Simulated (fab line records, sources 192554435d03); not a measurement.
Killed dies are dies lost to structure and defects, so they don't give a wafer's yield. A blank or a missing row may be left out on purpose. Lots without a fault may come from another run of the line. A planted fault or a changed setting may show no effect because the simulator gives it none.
fab line records | flow n5_finfet
record lots=7 wafers=21 last_day=17
route steps=1938 shown GATE_CUT@502 MOL_CONTACT_COAG@517 BEOL_M4@1111 PASSIVATION@1936
lots that met no fault: from a run of the same line without faults
start_h: hours from the record's first day to the start of the lot's first wafer shown | wait_h: hours since the lot's step before | " the same as in the row above | L1.1+2: a row that stands for several wafers | - no value, or no start given | * or withheld: withheld | < > ~ a bound
route shown NAME@n: a module of which the file shows steps, and the number in the route of the first | usual: mean/standard deviation of fault-free wafers | same: alike in all rows | chamber/n: place in a boat | sites: the reading at each site | _std_site: their standard deviation | _edge_site: outer sites' mean less inner sites' | radius_mm: how far each site lies from the wafer's centre | mask NAME#n: copy n | behind: the tool/chamber that last shaped the wafer | hold: why the lot was held/for how many hours/how that ended | device: the transistor (n, p or np) that didn't switch | end of line: the same wafers' tests at the end of the route | a step without rows: its recipe alone | killed: dies lost to structure and defects at the first sort, not the wafer's yield | map: a wafer's dies, x killed, . not, _ none there
set.NAME: the setting as run; set.NAME@STEP: as run at that earlier step | model.NAME: the simulator's own value behind a step, which no gauge read
lots at some steps of the route; a table a step, a row a wafer
services: from which hour (start_h, from the record's first day; less than 0 if before it) a tool's chamber was out of use, for how many hours, and why
## steps
# step N5_GATE_CUT_CUT_ETCH_55
# recipe chemistry=BCl3 target=HfO2 mask_material=SiO2 target_depth_a=32 ion_energy_ev=30 pressure_mtorr=5 icp_w=450 bias_w=18 bcl3_flow_sccm=80
# usual drypump_motor_current_A=5.46/0.2 oes_product_au=0.77/0.1 throttle_valve_pct=33.2/0.59
# columns lot.wafer tool chamber start_h wait_h drypump_motor_current_A oes_product_au rf_hours_counter_h throttle_valve_pct
L402.1 rie_metal-02 1 92.24 0.0 5.26 0.89 11 34.0
L402.3 " 0 " " 5.47 0.60 - 32.3
L402.5 " 1 " " 5.30 0.90 - 33.9
L408.3 rie_metal-03 0 127.78 0.0 5.24 0.82 - 32.6
L408.4 " 1 " " 5.49 0.68 - 33.7
L408.6 " 1 " " 5.49 0.69 - 33.7
L409.1 rie_metal-01 1 135.92 0.0 5.63 0.91 9 33.4
L409.2 " 0 " " 5.88 0.78 40 33.1
L409.5 " 0 " " 5.89 0.78 - 33.1
L410.1 rie_metal-03 0 137.89 0.0 5.24 0.82 30 32.6
L410.3 " 1 " " 5.49 0.67 - 33.7
L410.5 " 1 " " 5.49 0.68 - 33.8
L412.3 rie_metal-03 0 152.48 0.0 5.26 0.82 - 32.6
L412.4 " 1 " " 5.49 0.67 - 33.7
L412.6 " 1 " " 5.48 0.67 - 33.7
L417.1 rie_metal-02 1 181.57 0.0 5.30 0.86 18 33.9
L417.2 " 0 " " 5.47 0.60 127 32.4
L417.5 " 1 " " 5.27 0.86 - 33.9
L422.1 rie_metal-03 1 213.76 0.0 5.47 0.67 107 33.7
L422.2 " 0 " " 5.24 0.80 38 32.6
L422.4 " 1 " " 5.49 0.67 - 33.7
# step N5_GATE_CUT_ETCH_47
# recipe chemistry=Cl2/BCl3 target=SiO2 target_depth_a=100 pressure_mtorr=10 icp_w=1000 bias_w=126 Cl2_flow_sccm=53.25 bcl3_flow_sccm=21.75 Ar_flow_sccm=25
# step N5_GATE_CUT_VAPOR_ETCH_48
# recipe chemistry=BCl3/Cl2 target=TiN mode=isotropic
# usual drypump_motor_current_A=5.46/0.2 oes_product_au=0.77/0.1
# columns lot.wafer tool chamber start_h wait_h drypump_motor_current_A oes_product_au
L402.1 rie_metal-02 1 92.30 0.0 5.30 0.90
L402.3 " 0 " " 5.49 0.60
L402.5 " 1 " " 5.31 0.90
L408.3 rie_metal-03 0 127.84 0.0 5.22 0.82
L408.4 " 1 " " 5.48 0.68
L408.6 " 1 " " 5.48 0.68
L409.1 rie_metal-01 1 135.98 0.0 5.55 0.90
L409.2 " 0 " " 5.88 0.78
L409.5 " 0 " " 5.90 0.77
L410.1 rie_metal-03 0 137.95 0.0 5.21 0.81
L410.3 " 1 " " 5.49 0.68
L410.5 " 1 " " 5.50 0.68
L412.3 rie_metal-03 0 152.54 0.0 5.21 0.79
L412.4 " 1 " " 5.49 0.66
L412.6 " 1 " " 5.47 0.67
L417.1 rie_metal-02 1 181.63 0.0 5.34 0.87
L417.2 " 0 " " 5.49 0.59
L417.5 " 1 " " 5.31 0.87
L422.1 rie_metal-03 1 213.82 0.0 5.47 0.67
L422.2 " 0 " " 5.21 0.78
L422.4 " 1 " " 5.49 0.67
# step N5_GATE_CUT_VAPOR_ETCH_49
# recipe chemistry=BCl3/Cl2 target=TiAlC mode=isotropic
# step N5_GATE_CUT_VAPOR_ETCH_51
# recipe chemistry=BCl3/Cl2 target=HfO2 mode=isotropic
# usual drypump_motor_current_A=5.46/0.2 oes_product_au=0.77/0.11
# columns lot.wafer tool chamber start_h wait_h drypump_motor_current_A oes_product_au
L402.1 rie_metal-02 1 92.36 0.0 5.34 0.91
L402.3 " 0 " " 5.48 0.60
L402.5 " 1 " " 5.31 0.91
L408.3 rie_metal-03 0 127.90 0.0 5.23 0.80
L408.4 " 1 " " 5.50 0.67
L408.6 " 1 " " 5.48 0.68
L409.1 rie_metal-01 1 136.04 0.0 5.56 0.91
L409.2 " 0 " " 5.88 0.78
L409.5 " 0 " " 5.84 0.78
L410.1 rie_metal-03 0 138.01 0.0 5.25 0.81
L410.3 " 1 " " 5.50 0.68
L410.5 " 1 " " 5.49 0.68
L412.3 rie_metal-03 0 152.60 0.0 5.21 0.80
L412.4 " 1 " " 5.49 0.67
L412.6 " 1 " " 5.47 0.67
L417.1 rie_metal-02 1 181.69 0.0 5.31 0.86
L417.2 " 0 " " 5.50 0.59
L417.5 " 1 " " 5.34 0.87
L422.1 rie_metal-03 1 213.88 0.0 5.50 0.67
L422.2 " 0 " " 5.24 0.79
L422.4 " 1 " " 5.50 0.67
# step N5_GATE_CUT_STRIP_21
# recipe chemistry=N2/H2 time_s=30 power_w=1000 temp_c=250 pressure_mtorr=withheld n2_flow_sccm=1750 h2_flow_sccm=3250
# usual drypump_motor_current_A=5.78/0.29 heater_power_w=336/33
# columns lot.wafer tool chamber start_h wait_h drypump_motor_current_A heater_power_w rf_hours_counter_h
L402.1 plasma_asher-02 1 92.42 0.0 5.62 361 39
L402.3 " 1 " " 5.65 358 -
L402.5 " 1 " " 5.64 354 -
L408.3 plasma_asher-02 1 127.96 0.1 5.65 346 -
L408.4 " 0 " " 5.81 309 -
L408.6 " 1 " " 5.62 364 -
L409.1 plasma_asher-02 1 136.09 0.0 5.61 358 46
L409.2 " 0 " " 5.79 304 46
L409.5 " 1 " " 5.61 351 -
L410.1 plasma_asher-02 1 138.06 0.0 5.60 357 47
L410.3 " 1 " " 5.63 364 -
L410.5 " 0 " " 5.80 304 -
L412.3 plasma_asher-02 0 153.27 0.7 5.79 315 -
L412.4 " 1 " " 5.62 366 -
L412.6 " 1 " " 5.62 367 -
L417.1 plasma_asher-01 1 181.78 0.1 5.47 305 110
L417.2 " 0 " " 6.25 382 110
L417.5 " 1 " " 5.47 301 -
L422.1 plasma_asher-02 0 213.93 0.0 5.78 304 63
L422.2 " 1 " " 5.64 357 63
L422.4 " 0 " " 5.79 302 -
# step N5_GATE_CUT_STRIP_29
# recipe chemistry=post_etch_residue_remover time_s=60 temp_c=25 remover_ph=withheld remover_water_wt_pct=withheld remover_fluoride_wt_pct=withheld
# step N5_GATE_CUT_SRD_52
# recipe dry=ipa_marangoni time_s=30 temp_c=23 rinse_liquid=diw
# step N5_GATE_CUT_ALD_22
# recipe material=SiNx target_thk_a=160 temp_c=400 ald_precursor_family=SiH2I2 ald_co_reactant=N2/H2-plasma pulse_time_s=1 ald_cycles=320 purge_time_s=2 co_reactant_purge_time_s=2 pressure_torr=2
# step N5_GATE_CUT_CMP_23
# recipe stop_on=SiO2 t_overpolish_s=23.4 post_cmp_clean=alkaline_brush down_force_psi=2.5 platen_rpm=51.8 pad_velocity_m_s=1.0307 target_thk_nm=16
# step N5_GATE_CUT_THK_MEAS_24
# recipe reads=SiO2_of_GATE_CUT_HM_DEP_46+SiO2_flowable_of_ILD0_FCVD_FILL_01
# usual GC_FILL_THK=220.7/2
# columns lot.wafer tool chamber start_h wait_h GC_FILL_THK[nm]
L402.1 film_metro-01 - 94.35 - 218.5
L402.3 " - " " 218.5
L402.5 " - " " 221.2
L408.3 film_metro-01 - 129.88 - 222.9
L408.4 " - " " 222.0
L408.6 " - " " 224.0
L409.1 film_metro-01 - 138.03 - 219.8
L409.2 " - " " 220.3
L409.5 " - " " 221.9
L410.1 film_metro-01 - 140.00 - 221.6
L410.3 " - " " 219.4
L410.5 " - " " 221.3
L412.3 film_metro-01 - 155.20 - 216.1
L412.4 " - " " 221.0
L412.6 " - " " 218.1
L417.1 film_metro-02 - 183.73 - 219.9
L417.2 " - " " 218.6
L417.5 " - " " 221.2
L422.1 film_metro-01 - 215.86 - 221.6
L422.2 " - " " 221.5
L422.4 " - " " 223.0
# step N5_GATE_CUT_CMP_43
# recipe material=SiO2 post_cmp_clean=rinse_only
# usual motor_current_A=12.0/0.82
# columns lot.wafer tool chamber start_h wait_h motor_current_A
L402.3 cmp-03 3 94.46 0.1 12.6
L402.1 " 1 " " 10.8
L402.5 " 2 " " 12.8
L408.4 cmp-03 2 129.99 0.1 13.0
L408.3 " 3 " " 13.1
L408.6 " 1 " " 11.5
L409.2 cmp-03 3 138.14 0.1 13.0
L409.1 " 1 " " 11.6
L409.5 " 2 " " 12.8
L410.3 cmp-03 3 140.03 0.0 13.5
L410.1 " 1 " " 11.9
L410.5 " 0 " " 12.5
L412.4 cmp-04 0 155.23 0.0 12.2
L412.3 " 2 " " 12.3
L412.6 " 0 " " 12.8
L417.2 cmp-01 2 183.75 0.0 11.0
L417.1 " 1 " " 10.3
L417.5 " 2 " " 10.6
L422.2 cmp-01 0 215.89 0.0 11.2
L422.1 " 2 " " 11.0
L422.4 " 3 " " 10.0
# step N5_GATE_CUT_CMP_61
# recipe stop_on=SiNx t_overpolish_s=3 post_cmp_clean=alkaline_brush down_force_psi=4 platen_rpm=27.09 pad_velocity_m_s=0.539
# usual head_pressure_psi=4.000/0.009 motor_current_A=11.9/0.77
# columns lot.wafer tool chamber start_h wait_h head_pressure_psi motor_current_A
L402.3 cmp-03 3 94.89 0.3 3.999 13.8
L402.1 " 1 " " 4.011 11.4
L402.5 " 2 " " 3.993 12.1
L408.4 cmp-03 2 130.42 0.3 3.991 12.9
L408.3 " 3 " " 3.998 12.8
L408.6 " 1 " " 4.000 11.5
L409.2 cmp-03 3 138.57 0.3 3.992 13.3
L409.1 " 1 " " 3.992 11.8
L409.5 " 2 " " 4.002 12.2
L410.3 cmp-03 3 140.51 0.4 4.009 13.4
L410.1 " 1 " " 3.994 11.1
L410.5 " 0 " " 4.006 11.8
L412.4 cmp-04 0 155.71 0.4 4.000 12.0
L412.3 " 2 " " 4.001 11.8
L412.6 " 0 " " 3.997 11.4
L417.2 cmp-01 2 184.23 0.4 3.981 11.1
L417.1 " 1 " " 4.004 10.9
L417.5 " 2 " " 3.987 10.7
L422.2 cmp-01 0 216.37 0.4 4.007 11.0
L422.1 " 2 " " 3.997 10.4
L422.4 " 3 " " 4.001 10.1
# step N5_GATE_CUT_INSPECT_26
# recipe inspect_instrument=darkfield mode=post_cmp
# usual raw_defect_count=38/14
# columns lot.wafer tool chamber start_h wait_h raw_defect_count
L402.1 defect_inspect-02 - 95.09 0.0 37
L402.3 " - " " 41
L402.5 " - " " 48
L408.3 defect_inspect-01 - 130.62 0.0 1063
L408.4 " - " " 1090
L408.6 " - " " 1058
L409.1 defect_inspect-02 - 138.77 0.0 1094
L409.2 " - " " 1066
L409.5 " - " " 1090
L410.1 defect_inspect-02 - 140.74 0.0 1100
L410.3 " - " " 1055
L410.5 " - " " 1127
L412.3 defect_inspect-02 - 155.94 0.0 27
L412.4 " - " " 53
L412.6 " - " " 27
L417.1 defect_inspect-02 - 184.47 0.0 25
L417.2 " - " " 25
L417.5 " - " " 22
L422.1 defect_inspect-01 - 216.60 0.0 21
L422.2 " - " " 52
L422.4 " - " " 102
# step N5_MOL_CONTACT_COAG_COAT_103
# recipe resist=SOC temp_c=250 time_s=60 spin_rpm=1500 resist_thk_nm=80
# step N5_BEOL_M4_RC_MEAS_101
# usual DIBL_N=36.0/2.5 DIBL_P=36.7/3 IOFF_N=0.16/0.043 IOFF_P=0.21/0.049 ION_N=673/15 ION_P=461/9.8 SS_N=71.5/0.83 SS_P=73.4/0.83 VT_N=250/4 VT_P=-251/4
# columns lot.wafer tool chamber start_h wait_h DIBL_N[mV/V] DIBL_P[mV/V] IOFF_N[nA/um] IOFF_P[nA/um] ION_N[uA/um] ION_P[uA/um] SS_N[mV/dec] SS_P[mV/dec] VT_N[mV] VT_P[mV]
L402.1 prober-02 0 160.65 0.0 33.3 31.5 0.10 0.14 646 447 70.4 72.7 257 -257
L402.3 " 0 " " 34.0 31.9 0.10 0.14 639 446 70.9 72.6 256 -259
L402.5 " 0 " " 38.0 37.0 0.18 0.20 681 458 72.0 74.1 248 -254
L408.3 prober-02 0 212.98 0.3 38.1 41.8 0.25 0.28 696 470 74.1 74.6 245 -246
L408.4 " 0 " " 32.8 36.9 0.14 0.20 666 459 70.9 73.6 249 -249
L408.6 " 0 " " 32.6 35.3 0.13 0.17 658 446 71.2 72.8 252 -254
L409.1 prober-01 0 216.05 0.0 37.5 38.8 0.17 0.23 670 458 71.5 75.1 251 -251
L409.2 " 0 " " 36.9 38.8 0.17 0.24 667 459 71.8 74.4 250 -251
L409.5 " 0 " " 39.3 41.0 0.22 0.28 674 459 72.5 74.8 250 -251
L410.1 prober-01 0 218.09 0.0 34.3 36.4 0.15 0.18 674 454 71.6 73.0 250 -254
L410.3 " 0 " " 32.8 33.3 0.11 0.14 651 447 70.3 73.1 253 -252
L410.5 " 0 " " 34.3 35.7 0.14 0.17 658 453 71.0 73.5 251 -254
L412.3 prober-02 0 242.34 0.3 36.3 36.6 0.18 0.21 697 467 71.0 73.8 249 -252
L412.4 " 0 " " 39.4 39.3 0.20 0.24 678 457 72.8 74.5 248 -252
L412.6 " 0 " " 39.2 40.1 0.22 0.27 691 482 72.9 74.1 247 -249
L417.1 prober-01 0 269.88 0.0 35.1 36.4 0.14 0.18 666 458 71.5 73.6 252 -252
L417.2 " 0 " " 33.6 34.6 0.12 0.17 653 452 71.8 72.7 254 -254
L417.5 " 0 " " 38.4 38.7 0.19 0.22 679 461 72.4 74.0 246 -251
L422.1 prober-01 0 305.14 0.0 36.1 36.6 0.15 0.21 660 462 72.1 73.6 250 -249
L422.2 " 0 " " 34.3 34.1 0.12 0.18 654 453 72.2 72.7 252 -251
L422.4 " 0 " " 39.4 41.6 0.26 0.32 713 488 73.3 74.2 240 -244
# step N5_PASSIVATION_PROBE_49
# usual defect_limited_yield=91.1/1.5 killed_at_M0_to_M3=37/11 killed_at_M4_up=13/5.6 killed_at_contacts=12/5.6 killed_at_front_end=39/11 killed_at_other=4/3.1 killed_dies=105/18 killed_on_rim=14/3.8 killed_open=69/13 killed_short=35/7.4 sort_bin_5_function=5.1/0.92 sort_bin_6_memory=3.4/0.76 sort_bin_8_speed=0.02/0.11 sort_n_pass=1075/18 sort_yield_pct=91.1/1.5
# same gross_dies=1180 killed_at_back_side=0 sort_bin_4_leakage[%]=0
# columns lot.wafer tool chamber start_h wait_h defect_limited_yield[%] killed_at_M0_to_M3 killed_at_M4_up killed_at_contacts killed_at_front_end killed_at_other killed_dies killed_on_rim killed_open killed_short sort_bin_5_function[%] sort_bin_6_memory[%] sort_bin_8_speed[%] sort_n_pass sort_yield_pct[%]
L402.1 prober-02 - 269.08 0.0 92.4 28 12 11 37 2 90 18 62 28 4.8 2.5 0 1090 92.4
L402.3 prober-02 - 269.18 0.1 93.6 34 9 6 23 4 76 8 55 21 3.6 2.8 0.08 1103 93.5
L402.5 prober-02 - 269.28 0.2 91.4 31 8 12 50 1 102 15 72 30 5.5 2.7 0 1078 91.4
L408.3 prober-02 - 310.39 0.1 38.7 20 6 5 688 4 723 95 54 26 40.1 16.1 0 457 38.7
L408.4 prober-02 - 310.44 0.2 38.3 21 11 8 688 0 728 93 54 22 39.8 16.7 0 452 38.3
L408.6 prober-02 - 310.54 0.3 38.9 15 9 10 685 2 721 101 51 20 41.7 15.2 0 459 38.9
L410.1 prober-01 - 315.84 0.0 40.0 28 5 9 658 8 708 97 49 24 39.2 16.0 0 472 40.0
L410.3 prober-01 - 315.94 0.1 35.9 44 5 5 699 3 756 101 50 39 42.0 18.0 0 424 35.9
L410.5 prober-01 - 316.04 0.2 37.4 30 3 11 693 2 739 93 50 33 41.8 15.4 0 441 37.4
L412.3 prober-02 - 349.26 0.1 89.1 46 16 32 34 1 129 11 90 39 6.9 3.8 0 1051 89.1
L412.4 prober-02 - 349.31 0.2 89.8 70 12 5 27 6 120 19 75 45 5.4 4.4 0 1060 89.8
L412.6 prober-02 - 349.41 0.3 91.9 45 10 7 30 3 95 10 62 33 4.4 3.2 0 1085 91.9
L417.1 prober-02 - 390.19 0.0 92.2 29 7 14 39 3 92 10 57 27 4.3 2.5 0 1088 92.2
L417.2 prober-02 - 390.24 0.1 92.3 36 23 6 24 2 91 12 59 29 4.7 2.8 0 1089 92.3
L417.5 prober-02 - 390.39 0.2 90.8 39 9 15 44 1 108 10 70 35 5.5 2.9 0 1072 90.8
L422.1 prober-01 - 413.63 0.0 90.9 30 19 1 51 6 107 14 71 36 5.5 3.6 0 1073 90.9
L422.2 prober-01 - 413.68 0.1 90.8 50 13 4 37 4 108 15 70 38 5.4 3.6 0 1072 90.8
L422.4 prober-01 - 413.78 0.2 93.1 38 15 3 20 6 82 6 53 27 4.5 2.1 0 1098 93.1
# killed by level:class
L402.1 MOL_CONTACT_COAG:geometric_particle:open=9 BEOL_M2:geometric_particle:open=9 BEOL_M4:geometric_particle:open=7 BEOL_M1:geometric_particle:open=7 GATE_CUT:geometric_particle:open=6 GATE_CUT:geometric_particle:short=6 BEOL_M0_SAQP:geometric_particle:short=6 FIN_SAQP:geometric_particle:open=5
L402.3 BEOL_M2:geometric_particle:open=10 BEOL_M0_SAQP:geometric_particle:open=7 BEOL_M1:geometric_particle:open=7 BEOL_M4:geometric_particle:open=7 MOL_CONTACT_COAG:geometric_particle:open=6 BEOL_M0_SAQP:geometric_particle:short=4 BEOL_M3:geometric_particle:open=4 DUMMY_GATE:geometric_particle:open=3
L402.5 FIN_SAQP:geometric_particle:open=14 GATE_CUT:geometric_particle:short=12 BEOL_M2:geometric_particle:open=12 MOL_CONTACT_COAG:geometric_particle:open=9 STI_FIN_REVEAL:geometric_particle:open=7 DUMMY_GATE:geometric_particle:open=6 BEOL_M0_SAQP:geometric_particle:open=5 BEOL_M3:geometric_particle:open=4
L408.3 GATE_CUT:unspecified=643 STI_FIN_REVEAL:geometric_particle:open=11 FIN_SAQP:geometric_particle:open=9 FIN_SAQP:geometric_particle:short=8 BEOL_M3:geometric_particle:open=6 MOL_CONTACT_COAG:geometric_particle:open=5 STARTING-WAFER:geometric_particle:open=5 DUMMY_GATE:geometric_particle:open=4
L408.4 GATE_CUT:unspecified=650 MOL_CONTACT_COAG:geometric_particle:open=8 BEOL_M3:geometric_particle:open=8 BEOL_M4:geometric_particle:open=8 FIN_SAQP:geometric_particle:short=7 STI_FIN_REVEAL:geometric_particle:open=7 STARTING-WAFER:geometric_particle:open=5 BEOL_M1:geometric_particle:open=4
L408.6 GATE_CUT:unspecified=649 STI_FIN_REVEAL:geometric_particle:open=7 MOL_CONTACT_COAG:geometric_particle:open=7 FIN_SAQP:geometric_particle:open=6 BEOL_M4:geometric_particle:open=6 ILD0:geometric_particle:open=5 FIN_SAQP:geometric_particle:short=4 DUMMY_GATE:geometric_particle:open=4
L410.1 GATE_CUT:unspecified=635 MOL_CONTACT_COAG:geometric_particle:open=9 FIN_SAQP:geometric_particle:open=7 FIN_SAQP:geometric_particle:short=6 BEOL_M0_SAQP:geometric_particle:open=5 BEOL_M0_SAQP:geometric_particle:short=5 BEOL_M1:geometric_particle:open=4 BEOL_M2:geometric_particle:open=4
L410.3 GATE_CUT:unspecified=666 FIN_SAQP:geometric_particle:short=10 BEOL_M0_SAQP:geometric_particle:open=9 BEOL_M0_SAQP:geometric_particle:short=8 BEOL_M2:geometric_particle:short=8 FIN_SAQP:geometric_particle:open=7 BEOL_M2:geometric_particle:open=7 STI_FIN_REVEAL:geometric_particle:open=6
L410.5 GATE_CUT:unspecified=656 MOL_CONTACT_COAG:geometric_particle:open=10 FIN_SAQP:geometric_particle:short=8 BEOL_M2:geometric_particle:open=7 FIN_SAQP:geometric_particle:open=6 STI_FIN_REVEAL:geometric_particle:open=6 BEOL_M0_SAQP:geometric_particle:short=6 BEOL_M0_SAQP:geometric_particle:open=5
L412.3 MOL_CONTACT_COAG:geometric_particle:open=26 FIN_SAQP:geometric_particle:open=15 BEOL_M0_SAQP:geometric_particle:short=12 BEOL_M0_SAQP:geometric_particle:open=10 BEOL_M3:geometric_particle:open=9 BEOL_M4:geometric_particle:open=9 FIN_SAQP:geometric_particle:short=7 MOL_CONTACT_COAG:geometric_particle:short=6
L412.4 BEOL_M0_SAQP:geometric_particle:open=20 BEOL_M0_SAQP:geometric_particle:short=19 BEOL_M1:geometric_particle:open=11 BEOL_M3:geometric_particle:open=11 FIN_SAQP:geometric_particle:short=5 GATE_CUT:geometric_particle:short=5 BEOL_M2:geometric_particle:open=5 DUMMY_GATE:geometric_particle:open=4
L412.6 BEOL_M0_SAQP:geometric_particle:open=12 BEOL_M0_SAQP:geometric_particle:short=12 BEOL_M1:geometric_particle:open=11 FIN_SAQP:geometric_particle:open=7 BEOL_M4:geometric_particle:open=7 FIN_SAQP:geometric_particle:short=5 MOL_CONTACT_COAG:geometric_particle:open=5 GATE_CUT:geometric_particle:open=4
L417.1 MOL_CONTACT_COAG:geometric_particle:open=10 STI_FIN_REVEAL:geometric_particle:open=8 HKMG_FIN:area_etch=8 FIN_SAQP:geometric_particle:open=7 BEOL_M0_SAQP:geometric_particle:open=6 FIN_SAQP:geometric_particle:short=5 BEOL_M0_SAQP:geometric_particle:short=5 BEOL_M2:geometric_particle:open=5
L417.2 BEOL_M0_SAQP:geometric_particle:short=10 BEOL_M4:geometric_particle:open=8 BEOL_M0_SAQP:geometric_particle:open=6 BEOL_M3:geometric_particle:open=6 BEOL_M5:geometric_particle:open=6 MOL_CONTACT_COAG:geometric_particle:open=5 STARTING-WAFER:geometric_particle:open=5 BEOL_M0:geometric_particle:short=4
L417.5 BEOL_M2:geometric_particle:open=12 MOL_CONTACT_COAG:geometric_particle:open=11 STI_FIN_REVEAL:geometric_particle:open=9 BEOL_M3:geometric_particle:open=8 FIN_SAQP:geometric_particle:open=6 FIN_SAQP:geometric_particle:short=6 BEOL_M0_SAQP:geometric_particle:short=5 BEOL_M0_SAQP:geometric_particle:open=5
L422.1 STI_FIN_REVEAL:geometric_particle:open=17 BEOL_M0_SAQP:geometric_particle:open=8 BEOL_M4:geometric_particle:open=7 FIN_SAQP:geometric_particle:short=6 BEOL_M3:geometric_particle:open=6 STARTING-WAFER:geometric_particle:short=6 FIN_SAQP:geometric_particle:open=5 STI_FIN_REVEAL:geometric_particle:short=5
L422.2 BEOL_M0_SAQP:geometric_particle:short=15 STI_FIN_REVEAL:geometric_particle:open=14 BEOL_M0_SAQP:geometric_particle:open=14 BEOL_M3:geometric_particle:open=12 STI_FIN_REVEAL:geometric_particle:short=6 BEOL_M4:geometric_particle:open=6 BEOL_M8:geometric_particle:open=4 FIN_SAQP:geometric_particle:short=3
L422.4 BEOL_M0_SAQP:geometric_particle:open=13 BEOL_M4:geometric_particle:open=8 BEOL_M0_SAQP:geometric_particle:short=7 BEOL_M3:geometric_particle:open=6 BEOL_M2:geometric_particle:open=5 STI_FIN_REVEAL:geometric_particle:open=4 GATE_CUT:geometric_particle:short=3 BEOL_M1:geometric_particle:open=3
# map L408.4 (x killed, . not)
_________________x..x.xxxx.xx________________
______________x.x.x.xxxxx..x.x.x_____________
___________xx..xxxxxx.xxx....x.....__________
__________....x.xxx.x.xxxx.xxxxxxxxx_________
________xxx..xxxxxx.xxxxxxxx.xxxx.x..x_______
_______.xxxx.xxxx..xxxxxxx..x..x.x.x.xx______
______x..x.xx..xx.......x...x.x..x..xxxx_____
_____..xxxxx..xxxx.xxxx.x..xxxx.xxxx.xxxx____
____.x.xx.xx.x.x..x.xxx.x..x..x...xxxxx..x___
___xxxxx...x.xxxxxxxxx.xxx.x..xx.xxx.xxx.xx__
___xx.....xx.xxxxxx.x.x.xxx..xxxxxxxxxx.xxx__
__x..x..x.x.x.xx.xxx.xxxx.x.xx.xxxx..xx.xx.x_
__..xxx..x.xx.x.x.x...xx....xx..xx..xxxx..x._
_xxx.x...xx.x.x.x.x..xxxx.x.x.xx.xxx.xx.x.xxx
_xx..xxxxxxx..xxxxxxx..xxxxxxx..xx..xx.xx.xx.
_x..xxx.xxxxxx..xxx.x.xx...xx..x.xx.xxx..xxxx
_x..x.x.xx.x..xxx..xxx.xxx..x...xx.x..xx.x...
_xxxx.x.x.x.x.xxx.xx...x.xxxx.xxxx.xxxxx..xx.
_.xxxxx...xx..x.x.x......x..x.xxx.xxxxxx..xxx
_xxx..x..x.x.x.x..xxx...xxx..xx..xxxxxxxxx...
_.xxxxxx....xxx.xx.xx....xx.x.x.x...x.xx.xxx.
__xxx.x.xx.x.x.xx.xx.xx.x.xxxx.x..xxxx.xxx.x_
__xxx...xxx.x.xxxx.xx..xx.xxxxx.....xx..xxxx_
___..x..xxx.xxxxxxxxxx...x....xxxx.xx....xx__
___xxxxx.....x...xxxxxxx.xxxxxxxx..xx...xx.__
____...xxx.x.xxxxx.....x..x.xx.xxxxxx..xx.___
_____xx..xxx..xx..xxxxx..xx.x.xxxxxxxxxx.____
______xxx.xx..xxxxx.x.xxx.xxxxxxxxx.xxxx_____
_______xxxxxxxxxxx.xx.xx.xxxxxxxxxxxxx.______
________.x.x.x.x...x.xxx.x.xxx...x...._______
__________.x.x.x.....x...xxxxxxxxxx._________
___________xx.xxx.xx.x.xx.x..xxxx..__________
______________x....xxx...x..x.xx_____________
_________________xxxx.xx.xxx.________________
# map L410.3 (x killed, . not)
_________________x...xxxxx..x________________
______________x.xxxxx.xxxxxx...._____________
___________xxx.xxx.xxxxxxxxxxxxxxx.__________
__________xxxxxxxxxx...x.xxxxxxx.xxx_________
________xxxx.xxxxx..xx..xxxxx....xx..x_______
_______xx.x...xx.xx.xxx...x..x.xxxxxxxx______
______x..xxxxx..xxx.x..x..x...x...xxx.xx_____
_____.x...xxx.x..x.xxx..x.xxx......xx.xxx____
____xxx.xxx..xxxxxx....xxx..xxx.xx.x..xx.x___
___x.x.x.x.xxx..x.xx.xx.xxxx.x....xxx..xxx.__
___xx.x..x.xxxx.x.x.x.x.....x.xx..x.x.x..xx__
__x.x..xxx...xx..xxxxxx.xxxxx.x.x.xxxx.x.xxx_
__xxxx.xxx.xx..xx.xx..xx.xxxx.xxxx.x.x.x.xxx_
_xxxxxxxxxx.xxxx..x.xxx.xxx.xx..xxxxxxxxxxx.x
_.xxxxxxxx...xxxxxxxxx...xx.....xx..x.x..xxx.
_xxxx.xx.xxx..x.xx......xxx.xxxxxxxx..x.xxxx.
_...xxxxx.xxx.x..x.x...x.xxx.x.xxxxx......xxx
_...xxxx.xxxxxx.x.xxxxx.xxxxx.xxxxxxx.x..xxx.
_...xxx.xxx.xxx.....xxxxx.xx.xx.x.x.x.x.x.xxx
_xx.xxx.x...x.xxxx..xx...x.xx..x.xxxx.x.xxxxx
_x.xxx..x.xxxx...xx...x.xxxx.x.xxxxxx.x.x..x.
__....x..xx..xx.xxxxxx.x..xxxxxxxxxxxxxxxx.x_
__xx..x.....xxx.xxxxxxxxx.xxxx.xx..xxxx..xx._
___x..xxxx.xxx.xxx.x..xxx..xx.xxxxx..xxxxxx__
___xxx..x....x...xxxxxx.xx.xx.xxxxxx.xxxxxx__
____..xx.x.x.xxxx.xx...xxxx...xx..xx.xx.xx___
_____x...x..xxxxxxxx.xx.xxxxx.xx.x.xxxxx.____
______xxxx.xxx.xxxxxxxx.xx.x.xxxxxxx.xxx_____
_______.xxx.xx.x.xx.x.xx.x.....xx.x.xxx______
________xxx..xx.xx...xxxxxxxx.xxxxxx.x_______
__________x.x.xx..x...x..xxxxxxx.xxx_________
___________.x.x..xxxxx..xx.x..x.x.x__________
______________.x.x.x..xx..xx.x.._____________
_________________.x.xxxxxxxx.________________
## services
# columns tool chamber start_h hours kind
plasma_asher-01 - 75.48 0.7 repair
rie_metal-01 - 100.53 2.8 pm
cmp-04 - 103.02 4.0 pm
cmp-04 - 107.02 - consumable_replace:conditioner
cmp-04 - 107.02 - consumable_replace:pad
cmp-01 - 118.43 9.1 pm
rie_metal-01 0 133.41 1.5 repair
plasma_asher-01 - 149.21 9.0 repair
plasma_asher-02 - 150.35 2.0 repair
cmp-03 - 152.50 1.3 repair
cmp-01 - 199.59 4.0 pm
cmp-01 - 203.59 - consumable_replace:conditioner
cmp-01 - 203.59 - consumable_replace:pad
rie_metal-02 0 204.74 - clean
rie_metal-02 0 204.74 23.6 scheduled_down
rie_metal-02 0 204.74 23.6 vent_cycle
rie_metal-02 1 209.25 8.3 repair
## key
first_sign step=N5_GATE_CUT_INSPECT_26 reading=raw_defect_count direction=up sigmas=73 usual=38 struck=1083
effect step=N5_PASSIVATION_PROBE_49 reading=killed_at_front_end direction=up sigmas=59 usual=39 struck=685
more_kills_born_at N5_GATE_CUT_CMP_61@cmp-03=3897
met_at N5_GATE_CUT_CMP_61
struck_wafers L408.3,L408.4,L408.6,L409.1,L409.2,L409.5,L410.1,L410.3,L410.5
rows_end L409.1,L409.2,L409.5
onset_between 94.89 130.42
also_fits N5_GATE_CUT_CMP_43:cmp-03
fault kind=chamber_particle_source tool=cmp-03 chamber=- onset_h=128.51 steps=N5_GATE_CUT_CMP_61 rate_per_visit_cm2=1.6358
# rows_end: these wafers met a further fault down the route, and their rows from its step on are left out
